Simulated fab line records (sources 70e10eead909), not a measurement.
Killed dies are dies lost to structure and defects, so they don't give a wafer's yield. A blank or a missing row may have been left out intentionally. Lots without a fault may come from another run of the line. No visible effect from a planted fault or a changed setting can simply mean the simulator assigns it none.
Which tool is to blame?    flow nandHarc    Sampling: 22 lots, 66 wafers, 6 of 1159 route steps

WHAT THE GAUGES READ, wafer by wafer
The record lacks any reading of a measuring or inspecting step that a usual standard deviation could be used to judge.

TOOL THAT RAN EACH LOT (tool first, then ch and the chambers of the sampled wafers, then the start)
lot   NHARC_A_STAIRCASE_TRIM_22                     NHARC_A_STAIRCASE_ETCH_23                     NHARC_A_STAIRCASE_ETCH_25                     NHARC_A_STAIRCASE_ETCH_197                    NHARC_A_STAIRCASE_TRIM_224         NHARC_A_STAIRCASE_ETCH_230
L074  rieDiel-02 ch 0,2,3, no start                 rieDiel-02 ch 0,1,2, no start                 rieDiel-02 ch 0,1, no start                   rieDiel-02 ch 1,2,3, no start                 rieDiel-10 ch 1,2,3, no start      rieDiel-10 ch 1,2,3, no start
L076  rieDiel-10 ch 1,2, no start                   rieDiel-10 ch 1,2,3, no start                 rieDiel-10 ch 2,3, no start                   rieDiel-10 ch 0,2,3, no start                 rieDiel-02 ch 0,1,2, no start      rieDiel-10 ch 1,3, no start
L077  rieDiel-02 ch 0,1,3, no start                 rieDiel-02 ch 0,1,2, no start                 rieDiel-02 ch 1,2,3, no start                 rieDiel-02 ch 0,2,3, no start                 rieDiel-10 ch 0,1, no start        rieDiel-10 ch 1,3, no start
L078  rieDiel-10 ch 0,1,3, no start                 rieDiel-10 ch 0,1,3, no start                 rieDiel-10 ch 0,1,3, no start                 rieDiel-10 ch 0,1,3, no start                 rieDiel-02 ch 2,3, no start        rieDiel-02 ch 0,1,3, no start
L081  rieDiel-10 ch 0,3, no start                   rieDiel-10 ch 0,1,3, no start                 rieDiel-10 ch 1,3, no start                   rieDiel-06 ch 0,1,3, no start                 rieDiel-02 ch 0,1,2, no start      rieDiel-06 ch 0,1,2, no start
L079  rieDiel-02 ch 1,2,3, no start                 rieDiel-02 ch 0,1,2, no start                 rieDiel-02 ch 0,1,2, no start                 rieDiel-02 ch 1,2, no start                   rieDiel-10 ch 1,2, no start        rieDiel-10 ch 2,3, no start
L080  rieDiel-10 ch 1,2, no start                   rieDiel-10 ch 1,2,3, no start                 rieDiel-10 ch 0,1,2, no start                 rieDiel-10 ch 1,2,3, no start                 rieDiel-06 ch 0,2,3, no start      rieDiel-02 ch 2,3, no start
L082  rieDiel-06 ch 1,2, no start                   rieDiel-06 ch 1,2,3, no start                 rieDiel-06 ch 1,2,3, no start                 rieDiel-10 ch 0,1,3, no start                 rieDiel-02 ch 0,1, no start        rieDiel-02 ch 0,3, no start
L084  rieDiel-06 ch 1,2,3, no start                 rieDiel-06 ch 1,2,3, no start                 rieDiel-06 ch 1,2, no start                   rieDiel-10 ch 1,2,3, no start                 rieDiel-02 ch 0,2,3, no start      rieDiel-06 ch 0,1,3, no start
L083  rieDiel-06 ch 0,1,2, no start                 rieDiel-06 ch 0,1, no start                   rieDiel-06 ch 1,2,3, no start                 rieDiel-02 ch 2,3, no start                   rieDiel-06 ch 0,3, no start        rieDiel-10 ch 0,2,3, no start
L090  rieDiel-10 ch 1,3, no start                   rieDiel-10 ch 1,2, no start                   rieDiel-10 ch 0,2, no start                   rieDiel-02 ch 0,1,2, no start                 rieDiel-10 ch 1,2,3, no start      rieDiel-06 ch 1,2,3, no start
L089  rieDiel-10 ch 0,1,3, no start                 rieDiel-10 ch 2,3, no start                   rieDiel-10 ch 2,3, no start                   rieDiel-10 ch 1,2,3, no start                 rieDiel-10 ch 0,1, no start        rieDiel-10 ch 1,2,3, no start
L087  rieDiel-10 ch 0,1,3, no start                 rieDiel-10 ch 1,2,3, no start                 rieDiel-10 ch 0,2,3, no start                 rieDiel-06 ch 0,2,3, no start                 rieDiel-10 ch 2,3, no start        rieDiel-10 ch 1,2,3, no start
L088  rieDiel-02 ch 1,2,3, no start                 rieDiel-02 ch 0,1,2, no start                 rieDiel-02 ch 0,2, no start                   rieDiel-06 ch 0,2,3, no start                 rieDiel-06 ch 0,3, no start        rieDiel-06 ch 2,3, no start
L086  rieDiel-10 ch 0,1,2, no start                 rieDiel-10 ch 0,2,3, no start                 rieDiel-10 ch 0,1,2, no start                 rieDiel-06 ch 0,1,2, no start                 rieDiel-10 ch 2,3, no start        rieDiel-10 ch 0,2, no start
L091  rieDiel-06 ch 0,1,3, no start                 rieDiel-06 ch 0,2,3, no start                 rieDiel-06 ch 0,1,2, no start                 rieDiel-06 ch 0,1,2, no start                 rieDiel-06 ch 1,2,3, no start      rieDiel-06 ch 0,2,3, no start
L092  rieDiel-02 ch 2,3, no start                   rieDiel-02 ch 0,3, no start                   rieDiel-02 ch 1,2, no start                   rieDiel-10 ch 0,3, no start                   rieDiel-02 ch 2,3, no start        rieDiel-02 ch 1,3, no start
L093  rieDiel-06 ch 0,1,3, day 15 17:50 or earlier  rieDiel-06 ch 0,2,3, day 15 17:50 or earlier  rieDiel-06 ch 0,2,3, day 15 17:50 or earlier  rieDiel-02 ch 0,1,3, day 15 17:50 or earlier  rieDiel-02 ch 0,2,3, day 15 17:50  rieDiel-06 ch 0,2,3, no start
L094  rieDiel-06 ch 0,1,3, no start                 rieDiel-06 ch 0,1,3, no start                 rieDiel-06 ch 1,2,3, no start                 rieDiel-10 ch 0,1,2, no start                 rieDiel-02 ch 0,2,3, no start      rieDiel-10 ch 0,1,2, no start
L096  rieDiel-02 ch 0,1,2, no start                 rieDiel-02 ch 0,3, no start                   rieDiel-02 ch 0,1,3, no start                 rieDiel-02 ch 1,2, no start                   rieDiel-02 ch 2,3, no start        rieDiel-02 ch 2,3, no start
L095  rieDiel-06 ch 0,2, no start                   rieDiel-06 ch 0,2, no start                   rieDiel-06 ch 1,2, no start                   rieDiel-02 ch 0,1,3, no start                 rieDiel-02 ch 0,1,3, no start      rieDiel-10 ch 0,1,2, no start
L097  rieDiel-02 ch 0,1,2, no start                 rieDiel-02 ch 0,1,2, no start                 rieDiel-02 ch 0,1,2, no start                 rieDiel-02 ch 0,2,3, no start                 rieDiel-06 ch 0,1,3, no start      rieDiel-10 ch 0,2, no start
- NHARC_A_STAIRCASE_TRIM_22: chemistry O2, time 211.2 s.
- NHARC_A_STAIRCASE_ETCH_23: etches the open film in C4F8/O2, target depth 100 nm, time 40.5 s.
- NHARC_A_STAIRCASE_ETCH_25: etches the open film in C4F8/O2, target depth 100 nm, time 40.5 s.
- NHARC_A_STAIRCASE_ETCH_197: etches the open film in C4F8/O2, target depth 100 nm, time 40.5 s.
- NHARC_A_STAIRCASE_TRIM_224: chemistry O2, time 211.2 s.
- NHARC_A_STAIRCASE_ETCH_230: etches the open film in C4F8/O2, target depth 100 nm, time 40.5 s.

AS READ BY THE TOOLS THEMSELVES (means over the sampled wafers that have a number; for cases with no such wafer, the mark the record gives instead)
NHARC_A_STAIRCASE_TRIM_22.
lot   tool        chamberPressureMTorr (mTorr)  drypumpMotorCurrentA (A)  o2FlowSccm (sccm)  oesProductAu (a.u.)  rfVppV (V)  showerheadPlenumPTorr (Torr)  throttleValvePct (%)
L074  rieDiel-02  60.01                         5.9                       500.2              0.989                57.7        3.48                          17.032
L076  rieDiel-10  60.01                         5.9                       500.8              0.994                58.7        3.74                          17.040
L077  rieDiel-02  59.98                         5.9                       501.0              1.001                58.1        3.46                          17.037
L078  rieDiel-10  60.04                         5.9                       500.1              0.997                57.2        3.60                          17.029
L081  rieDiel-10  59.97                         6.0                       499.7              1.004                57.3        3.42                          17.031
L079  rieDiel-02  59.98                         5.7                       501.3              0.993                57.2        3.49                          17.040
L080  rieDiel-10  59.98                         5.9                       501.2              0.997                58.0        3.74                          17.032
L082  rieDiel-06  60.03                         5.8                       501.2              1.011                58.1        3.73                          17.028
L084  rieDiel-06  60.01                         5.8                       498.5              1.014                56.9        3.69                          17.036
L083  rieDiel-06  59.98                         6.0                       500.6              1.000                58.1        3.62                          17.037
L090  rieDiel-10  60.01                         5.8                       500.5              0.989                58.2        3.61                          17.036
L089  rieDiel-10  59.99                         6.0                       500.1              1.002                57.9        3.58                          17.041
L087  rieDiel-10  60.07                         5.9                       500.0              0.998                57.3        3.58                          17.030
L088  rieDiel-02  60.04                         5.6                       500.7              0.998                58.8        3.48                          17.038
L086  rieDiel-10  60.01                         6.1                       500.6              0.998                58.4        3.70                          17.038
L091  rieDiel-06  60.01                         6.1                       500.8              1.003                58.1        3.64                          17.034
L092  rieDiel-02  60.07                         5.9                       499.8              1.015                58.2        3.52                          17.032
L093  rieDiel-06  59.94                         6.2                       500.7              1.007                58.2        3.64                          17.036
L094  rieDiel-06  59.98                         6.2                       499.9              1.002                58.1        3.64                          17.042
L096  rieDiel-02  59.99                         5.6                       500.2              1.004                58.5        3.41                          17.041
L095  rieDiel-06  60.05                         6.2                       501.0              1.006                57.0        3.50                          17.024
L097  rieDiel-02  59.99                         5.6                       500.4              0.999                58.0        3.41                          17.034

NHARC_A_STAIRCASE_ETCH_23.
lot   tool        chamberPressureMTorr (mTorr)  oesProductAu (a.u.)  rfVppV (V)
L074  rieDiel-02  24.990                        0.929                892
L076  rieDiel-10  24.976                        0.957                897
L077  rieDiel-02  25.002                        0.950                892
L078  rieDiel-10  24.974                        0.949                898
L081  rieDiel-10  24.995                        0.954                899
L079  rieDiel-02  25.008                        0.929                892
L080  rieDiel-10  24.991                        0.942                898
L082  rieDiel-06  25.021                        0.960                902
L084  rieDiel-06  24.981                        0.960                901
L083  rieDiel-06  25.006                        0.922                898
L090  rieDiel-10  25.002                        0.938                903
L089  rieDiel-10  25.020                        0.930                891
L087  rieDiel-10  24.998                        0.934                897
L088  rieDiel-02  25.014                        0.925                891
L086  rieDiel-10  24.988                        0.933                896
L091  rieDiel-06  24.995                        0.940                898
L092  rieDiel-02  24.986                        0.947                894
L093  rieDiel-06  24.997                        0.943                897
L094  rieDiel-06  24.975                        0.939                900
L096  rieDiel-02  25.007                        0.944                895
L095  rieDiel-06  25.000                        0.946                897
L097  rieDiel-02  24.991                        0.944                891

NHARC_A_STAIRCASE_ETCH_25.
lot   tool        chamberPressureMTorr (mTorr)  oesProductAu (a.u.)  rfVppV (V)
L074  rieDiel-02  25.012                        0.958                892
L076  rieDiel-10  25.014                        0.943                896
L077  rieDiel-02  24.994                        0.939                896
L078  rieDiel-10  25.011                        0.950                899
L081  rieDiel-10  25.009                        0.942                892
L079  rieDiel-02  25.023                        0.935                892
L080  rieDiel-10  24.990                        0.937                902
L082  rieDiel-06  25.005                        0.941                902
L084  rieDiel-06  24.988                        0.960                904
L083  rieDiel-06  24.973                        0.946                901
L090  rieDiel-10  25.007                        0.927                901
L089  rieDiel-10  25.005                        0.942                891
L087  rieDiel-10  24.998                        0.937                897
L088  rieDiel-02  25.014                        0.947                892
L086  rieDiel-10  24.979                        0.936                902
L091  rieDiel-06  25.021                        0.928                899
L092  rieDiel-02  24.992                        0.949                893
L093  rieDiel-06  24.987                        0.935                897
L094  rieDiel-06  25.019                        0.954                901
L096  rieDiel-02  25.016                        0.951                893
L095  rieDiel-06  25.000                        0.956                903
L097  rieDiel-02  25.011                        0.944                892

NHARC_A_STAIRCASE_ETCH_197.
lot   tool        chamberPressureMTorr (mTorr)  oesProductAu (a.u.)  rfVppV (V)
L074  rieDiel-02  25.018                        0.935                895
L076  rieDiel-10  25.004                        0.976                896
L077  rieDiel-02  25.021                        0.919                894
L078  rieDiel-10  25.001                        0.943                898
L081  rieDiel-06  24.995                        0.943                900
L079  rieDiel-02  25.001                        0.966                894
L080  rieDiel-10  24.996                        0.975                897
L082  rieDiel-10  25.011                        0.943                897
L084  rieDiel-10  25.010                        0.950                897
L083  rieDiel-02  25.004                        0.966                896
L090  rieDiel-02  24.984                        0.914                892
L089  rieDiel-10  25.021                        0.952                897
L087  rieDiel-06  24.990                        0.932                897
L088  rieDiel-06  25.012                        0.937                897
L086  rieDiel-06  25.001                        0.945                899
L091  rieDiel-06  24.997                        0.941                899
L092  rieDiel-10  24.989                        0.944                891
L093  rieDiel-02  24.986                        0.951                893
L094  rieDiel-10  24.999                        0.960                902
L096  rieDiel-02  25.002                        0.924                893
L095  rieDiel-02  25.021                        0.939                892
L097  rieDiel-02  24.987                        0.918                893

NHARC_A_STAIRCASE_TRIM_224.
lot   tool        chamberPressureMTorr (mTorr)  drypumpMotorCurrentA (A)  o2FlowSccm (sccm)  oesProductAu (a.u.)  rfVppV (V)  showerheadPlenumPTorr (Torr)  throttleValvePct (%)
L074  rieDiel-10  60.01                         6.0                       502.1              1.004                57.9        3.57                          17.036
L076  rieDiel-02  59.92                         5.6                       501.1              0.988                57.3        3.43                          17.033
L077  rieDiel-10  60.02                         6.0                       500.1              1.002                57.7        3.74                          17.034
L078  rieDiel-02  60.00                         6.0                       500.2              1.001                57.9        3.53                          17.034
L081  rieDiel-02  60.03                         5.6                       499.0              0.992                57.1        3.43                          17.040
L079  rieDiel-10  60.01                         5.9                       500.6              1.006                58.4        3.74                          17.043
L080  rieDiel-06  60.03                         6.0                       500.4              1.006                57.7        3.59                          17.035
L082  rieDiel-02  59.93                         5.6                       499.9              0.999                58.1        3.40                          17.036
L084  rieDiel-02  60.04                         5.9                       499.6              0.989                57.2        3.47                          17.040
L083  rieDiel-06  60.03                         6.3                       500.0              0.992                57.6        3.55                          17.032
L090  rieDiel-10  59.93                         6.0                       500.4              0.995                57.9        3.56                          17.036
L089  rieDiel-10  59.99                         5.9                       501.1              0.997                57.3        3.75                          17.030
L087  rieDiel-10  60.01                         6.2                       501.0              0.998                58.1        3.50                          17.035
L088  rieDiel-06  59.97                         6.1                       500.1              1.008                57.7        3.60                          17.035
L086  rieDiel-10  60.00                         6.1                       498.8              0.993                57.5        3.38                          17.047
L091  rieDiel-06  60.04                         5.9                       502.2              1.011                57.7        3.68                          17.040
L092  rieDiel-02  60.00                         5.9                       499.6              1.004                57.6        3.52                          17.030
L093  rieDiel-02  59.96                         5.9                       500.9              0.999                57.5        3.46                          17.038
L094  rieDiel-02  60.03                         5.8                       499.6              1.011                56.8        3.46                          17.042
L096  rieDiel-02  59.99                         6.0                       500.5              0.995                56.7        3.51                          17.031
L095  rieDiel-02  60.04                         5.9                       499.0              1.006                57.6        3.44                          17.039
L097  rieDiel-06  60.00                         6.2                       499.7              1.010                57.7        3.63                          17.043

NHARC_A_STAIRCASE_ETCH_230.
lot   tool        chamberPressureMTorr (mTorr)  oesProductAu (a.u.)  rfVppV (V)
L074  rieDiel-10  24.997                        0.937                897
L076  rieDiel-10  25.010                        0.938                893
L077  rieDiel-10  24.982                        0.947                894
L078  rieDiel-02  24.997                        0.930                894
L081  rieDiel-06  24.987                        0.969                899
L079  rieDiel-10  24.999                        0.944                890
L080  rieDiel-02  25.010                        0.977                895
L082  rieDiel-02  24.978                        0.955                895
L084  rieDiel-06  24.982                        0.944                899
L083  rieDiel-10  24.992                        0.967                896
L090  rieDiel-06  25.005                        0.931                902
L089  rieDiel-10  25.011                        0.934                897
L087  rieDiel-10  24.998                        0.952                896
L088  rieDiel-06  25.004                        0.960                900
L086  rieDiel-10  24.984                        0.941                901
L091  rieDiel-06  24.998                        0.957                897
L092  rieDiel-02  25.006                        0.944                893
L093  rieDiel-06  24.987                        0.949                898
L094  rieDiel-10  25.015                        0.959                903
L096  rieDiel-02  25.001                        0.945                896
L095  rieDiel-10  24.997                        0.968                902
L097  rieDiel-10  24.988                        0.931                901

THE ANSWER, worked out from the rows above alone
Rule: the lots themselves supply what counts as usual. Put in order of their means at a reading, lots are off if they are a third of the lots or fewer, leave a main group of 4 or more, and stand apart from it by a gap of 3 or more times the standard deviation of the main group's means; of several such gaps the widest counts. The tables above print the reading to a certain number of digits; a main group whose means all agree to those digits is not used. Also off: a lot with no number at a reading for which 4 or more lots have one. Any other lot the step has rows for is counted as sound. First the gauges in route order, then the tools' own readings, where a lot's mean is used as printed above. The first step at which some lot is off is used, and at that step the reading that is off furthest; a lot without a number counts as furthest.
No lot is off on any of the readings shown, so nothing can be concluded from this.

WHAT THE SIMULATOR PUT IN
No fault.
